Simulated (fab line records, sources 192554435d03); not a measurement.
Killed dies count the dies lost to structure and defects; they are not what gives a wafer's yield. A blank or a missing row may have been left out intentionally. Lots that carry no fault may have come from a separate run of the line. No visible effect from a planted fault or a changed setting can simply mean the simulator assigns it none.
Chamber matching ; flow n5-finfet ; pecvd-04 running N5_BEOL_M4_PECVD_72: 3 sister chambers
The step deposits SiO2 from TEOS/O2, target thk 16 nm, time 18 s. 3 wafers are shown with their chamber, then 7 later ones without.

## EACH WAFER AND ITS CHAMBER
wafer;chamber;throttle-valve-pct (%)
L091.3;1;24.5
L091.6;2;21.9
L095.5;0;21.6

## WAFERS WITHOUT THEIR CHAMBER
wafer;throttle-valve-pct (%)
L095.6;21.9
L094.1;24.4
L094.4;24.3
L094.5;21.4
L097.4;24.2
L097.5;21.8
L097.6;21.7

## EACH ONE'S CHAMBER
wafer;from the rows above;in truth
L095.6;can't be placed: 2 or 0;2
L094.1;1;1
L094.4;1;1
L094.5;can't be placed: 0 or 2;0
L097.4;1;1
L097.5;can't be placed: 2 or 0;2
L097.6;can't be placed: 0 or 2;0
Correctly placed: 3 of 7. Cannot be placed on the basis of these rows: 4; the candidates contain the true chamber in 4. 0 placed wrongly.
How it was worked out, from the rows above alone: a wafer's distance from a chamber is the root of the sum, over the readings, of the square of ((its reading less the chamber's mean) divided by the reading's scatter). The wafer belongs to the nearest chamber; if the next one is less than 2 further off, it can't be placed. The mean given for a chamber averages the wafers shown for that chamber. The scatter: with one shown wafer a chamber, the root of the mean of the squares of how far each hidden wafer lies from its nearest shown one.
